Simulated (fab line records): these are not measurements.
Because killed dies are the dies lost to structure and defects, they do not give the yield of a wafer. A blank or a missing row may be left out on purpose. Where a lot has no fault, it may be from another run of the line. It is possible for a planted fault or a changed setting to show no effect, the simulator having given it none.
fab line records | flow n5_finfet
record: lots: 14 wafers: 42 last_day: 18
route steps=1938 shown SDB@375 HKMG_FIN@386
lots that met no fault: from a run of the same line without faults
start_h: hours from the record's first day to the start of the lot's first wafer shown | wait_h: hours elapsed since this lot's preceding step | " same as the row above | L1.1+2: a single row standing in for several wafers | - no value, or no start given | * or withheld: withheld | < > ~ a bound
route shown NAME@n: a module of which the file shows steps, and the number in the route of the first | usual: mean and standard deviation over wafers with no fault | same: alike in all rows | chamber/n: place in a boat | sites: readings site by site | _std_site: the values' standard deviation | _edge_site: mean of outer sites minus mean of inner sites | radius_mm: how far each site lies from the wafer's centre | mask NAME#n: copy n | behind: tool/chamber where the wafer was last shaped | hold: cause of the lot's hold/its duration in hours/its outcome | device: transistor that didn't switch, given as n, p or np | end of line: the tests these same wafers got at the end of their route | a step with no rows: only its recipe | killed: dies that structure and defects cost at the first sort, which is not the same as the wafer's yield | map: the dies of a wafer, with x for killed, . for not killed, _ for no die there
set.NAME: the setting that was run; set.NAME@STEP: the one run at that earlier step | model.NAME: the simulator's own value behind a step, which no gauge read
a sample of lots followed through the steps of the route, with each step as a table and each wafer as a row
services: the hour from which a tool's chamber was out of use, counted from the record's first day as start_h (under 0 if before that day), plus the number of hours and why
== steps ==
step: N5_SDB_THK_MEAS_31
recipe: reads: a-Si_of_DUMMY_GATE_CVD_03
usual: SDB_THK: 64.5/1
columns lot.wafer tool chamber start_h wait_h SDB_THK[nm]
L125.3 film_metro-02 - 69.17 - 64.3
L125.4 " - " " 65.0
L125.5 " - " " 64.8
L126.2 film_metro-01 - 78.73 - 64.8
L126.5 " - " " 65.3
L126.6 " - " " 64.1
L127.1 film_metro-02 - 91.47 - 64.0
L127.4 " - " " 63.1
L127.6 " - " " 65.0
L130.3 film_metro-01 - 104.17 - 64.6
L130.4 " - " " 64.3
L130.6 " - " " 63.5
L132.1 film_metro-02 - 114.96 - 63.9
L132.5 " - " " 64.5
L132.6 " - " " 63.4
L134.2 film_metro-02 - 128.19 - 63.6
L134.5 " - " " 63.5
L134.6 " - " " 63.3
L135.1 film_metro-02 - 132.89 - 64.9
L135.3 " - " " 64.4
L135.4 " - " " 64.2
L137.1 film_metro-01 - 149.94 - 65.4
L137.3 " - " " 63.8
L137.5 " - " " 64.5
L138.1 film_metro-01 - 153.77 - 63.7
L138.4 " - " " 64.8
L138.5 " - " " 64.4
L139.1 film_metro-01 - 161.98 - 63.9
L139.3 " - " " 63.4
L139.4 " - " " 63.3
L142.2 film_metro-01 - 178.50 - 63.8
L142.3 " - " " 65.5
L142.6 " - " " 65.1
L146.1 film_metro-01 - 197.29 - 64.2
L146.3 " - " " 63.8
L146.4 " - " " 65.0
L148.1 film_metro-01 - 206.34 - 67.7
L148.3 " - " " 67.5
L148.5 " - " " 65.8
L147.1 film_metro-01 - 208.45 - 63.2
L147.3 " - " " 65.1
L147.5 " - " " 65.5
step: N5_HKMG_FIN_HK_ALD_01
recipe: material: HfO2 target_thk_a: 16 temp_c: withheld ald_precursor_family: HfCl4 ald_co_reactant: H2O pulse_time_s: 3 purge_time_s: 3 co_reactant_purge_time_s: 2.5 co_reactant_pulse_time_s: 0.3 ald_cycles: 30
usual: precursor_pulse_height_rel: 1.002/0.019
same: co_reactant_purge_time_s: 2.5 purge_time_s: 3
columns lot.wafer tool chamber start_h wait_h precursor_pulse_height_rel
L125.3 ald_hk-01 0 69.85 0.0 1.000
L125.4 " 2 " " 1.022
L125.5 " 1 " " 0.983
L126.2 ald_hk-03 1 79.47 0.0 0.990
L126.5 " 2 " " 0.998
L126.6 " 1 " " 1.022
L127.1 ald_hk-01 0 92.08 0.0 0.959
L127.4 " 2 " " 1.033
L127.6 " 2 " " 1.012
L130.3 ald_hk-02 1 104.78 0.0 0.980
L130.4 " 2 " " 1.004
L130.6 " 0 " " 0.998
L132.1 ald_hk-02 3 115.57 0.0 1.012
L132.5 " 2 " " 0.978
L132.6 " 3 " " 1.016
L134.2 ald_hk-01 0 129.27 0.0 0.995
L134.5 " 3 " " 0.990
L134.6 " 0 " " 0.989
L135.1 ald_hk-03 2 133.73 0.1 1.041
L135.3 " 0 " " 0.968
L135.4 " 3 " " 0.978
L137.1 ald_hk-03 1 150.61 0.1 0.979
L137.3 " 3 " " 1.013
L137.5 " 3 " " 1.001
L138.1 ald_hk-01 3 154.38 0.0 0.985
L138.4 " 1 " " 1.006
L138.5 " 0 " " 1.008
L139.1 ald_hk-01 2 162.67 0.0 0.994
L139.3 " 0 " " 1.008
L139.4 " 1 " " 1.016
L142.2 ald_hk-02 3 179.11 0.0 0.993
L142.3 " 0 " " 1.013
L142.6 " 0 " " 1.023
L146.1 ald_hk-03 1 197.92 0.0 0.968
L146.3 " 2 " " 0.987
L146.4 " 0 " " 1.029
L148.1 ald_hk-03 2 207.11 0.0 0.979
L148.3 " 3 " " 1.021
L148.5 " 2 " " 0.992
L147.1 ald_hk-01 3 209.10 0.0 1.044
L147.3 " 0 " " 0.999
L147.5 " 2 " " 0.999
step: N5_HKMG_FIN_ALD_75
recipe: material: Al2O3 target_thk_a: 10 temp_c: 150 ald_precursor_family: TMA ald_co_reactant: H2O pulse_time_s: withheld co_reactant_pulse_time_s: 1
usual: heater_power_w: 152/7.9 precursor_pulse_height_rel: 1.000/0.019
columns lot.wafer tool chamber start_h wait_h heater_power_w precursor_pulse_height_rel
L125.3 ald_hk-03 1 70.33 0.0 136 0.986
L125.4 " 2 " " 154 0.986
L125.5 " 0 " " 143 0.994
L126.2 ald_hk-02 1 80.14 0.0 149 1.014
L126.5 " 3 " " 160 1.013
L126.6 " 2 " " 151 1.008
L127.1 ald_hk-03 2 92.56 0.0 155 1.031
L127.4 " 1 " " 135 1.046
L127.6 " 3 " " 146 1.010
L130.3 ald_hk-01 0 105.29 0.0 154 0.975
L130.4 " 2 " " 141 0.974
L130.6 " 1 " " 161 1.023
L132.1 ald_hk-01 1 116.10 0.0 159 0.977
L132.5 " 2 " " 142 1.009
L132.6 " 3 " " 159 0.996
L134.2 ald_hk-03 1 129.82 0.1 134 0.982
L134.5 " 1 " " 135 0.991
L134.6 " 0 " " 144 1.008
L135.1 ald_hk-02 1 134.36 0.0 146 1.005
L135.3 " 0 " " 159 1.010
L135.4 " 3 " " 160 0.979
L137.1 ald_hk-02 2 151.25 0.0 150 1.008
L137.3 " 0 " " 159 0.990
L137.5 " 3 " " 162 0.975
L138.1 ald_hk-03 3 154.94 0.1 145 0.989
L138.4 " 0 " " 139 1.021
L138.5 " 3 " " 146 1.014
L139.1 ald_hk-03 0 163.16 0.0 141 1.016
L139.3 " 3 " " 142 1.018
L139.4 " 2 " " 156 1.018
L142.2 ald_hk-01 1 179.59 0.0 160 0.991
L142.3 " 3 " " 160 1.006
L142.6 " 3 " " 158 0.993
L146.1 ald_hk-02 1 198.52 0.0 143 0.997
L146.3 " 0 " " 154 1.002
L146.4 " 2 " " 150 0.980
L148.1 ald_hk-02 1 207.59 0.0 150 0.973
L148.3 " 2 " " 150 0.981
L148.5 " 2 " " 147 1.004
L147.1 ald_hk-01 3 209.80 0.0 156 1.006
L147.3 " 1 " " 162 1.008
L147.5 " 3 " " 158 1.017
step: N5_HKMG_FIN_WET_ETCH_65
recipe: chemistry: TMAH temp_c: 70 conc_wt_pct: 5 target: a-Si stop_on: TiN time_s: 49 target_depth_nm: 3
usual: bath_guard_temp_C: 69.9/0.43 bath_heat_duty_pct: 13.0/1.2
columns lot.wafer tool chamber start_h wait_h bath_guard_temp_C bath_heat_duty_pct
L125.3 wet_bench-03 0 73.06 0.0 70.5 14.2
L125.4 " 2 " " 70.4 10.7
L125.5 " 3 " " 69.9 14.9
L126.2 wet_bench-06 5 83.06 0.0 69.6 13.3
L126.5 " 0 " " 69.8 12.1
L126.6 " 6 " " 69.9 12.6
L127.1 wet_bench-04 4 95.25 0.0 69.4 12.7
L127.4 " 0 " " 69.4 12.0
L127.6 " 6 " " 70.6 12.8
L130.3 wet_bench-04 4 107.78 0.0 69.6 12.2
L130.4 " 2 " " 70.7 12.8
L130.6 " 3 " " 69.7 10.8
L132.1 wet_bench-03 0 118.91 0.0 70.3 14.0
L132.5 " 6 " " 70.1 15.1
L132.6 " 5 " " 69.4 12.9
L134.2 wet_bench-06 2 132.47 0.0 69.8 13.7
L134.5 " 7 " " 69.8 13.4
L134.6 " 0 " " 69.6 13.3
L135.1 wet_bench-03 6 137.20 0.0 70.4 14.1
L135.3 " 3 " " 69.5 14.6
L135.4 " 1 " " 70.3 9.7
L137.1 wet_bench-04 3 154.02 0.0 - -
L137.3 " 0 " " - -
L137.5 " 4 " " - -
L138.1 wet_bench-03 2 157.62 0.0 - -
L138.4 " 7 " " - -
L138.5 " 3 " " - -
L139.1 wet_bench-04 2 166.06 0.0 70.6 11.1
L139.3 " 0 " " 69.4 11.9
L139.4 " 3 " " 69.6 11.1
L142.2 wet_bench-06 0 182.05 0.0 69.6 13.9
L142.3 " 2 " " 69.8 12.3
L142.6 " 3 " " 69.9 13.3
L146.1 wet_bench-03 1 201.31 0.0 70.5 10.2
L146.3 " 5 " " 69.6 12.9
L146.4 " 7 " " 70.2 15.3
L148.1 wet_bench-04 7 210.17 0.0 70.0 12.8
L148.3 " 3 " " 69.7 11.4
L148.5 " 4 " " 69.5 13.0
L147.1 wet_bench-04 3 212.38 0.0 69.4 11.3
L147.3 " 7 " " 69.3 12.2
L147.5 " 5 " " 70.7 11.6
== services ==
columns tool chamber start_h hours kind
ald_hk-03 - 56.98 1.0 repair
wet_bench-06 - 75.54 1.9 pm
ald_hk-01 - 79.66 1.1 repair
ald_hk-01 - 87.70 2.8 pm
ald_hk-01 - 111.97 0.5 repair
wet_bench-06 - 148.52 2.5 repair
ald_hk-01 - 149.55 1.6 repair
ald_hk-03 - 174.19 8.7 pm
== key ==
first_sign: step: N5_HKMG_FIN_WET_ETCH_65 reading: tool_record direction: missing
effect none on later readings
met_at N5_HKMG_FIN_WET_ETCH_65
struck_lots L137,L138
sort_left_out L137.1,L137.3,L137.5,L138.1,L138.4,L138.5
tester_left_out L137,L138
not_acting_at N5_SDB_THK_MEAS_31,N5_HKMG_FIN_HK_ALD_01,N5_HKMG_FIN_ALD_75
onset_between 137.20 154.02
fault: kind: skipped_step_whole tool: wet_bench-03,wet_bench-04 chamber: - onset_h: 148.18 steps: N5_HKMG_FIN_WET_ETCH_65 scope: struck_lots_only
tester_left_out: of these lots the tester's yield and bins aren't shown, on N5 and GAA mostly nor the transistor test; their killed dies are dies lost to structure and defects alone, not to doping, threshold or leakage, so they don't give the yield
sort_left_out: the simulated sort isn't trusted on such a fault, so these wafers' sort isn't shown, and their yield isn't known
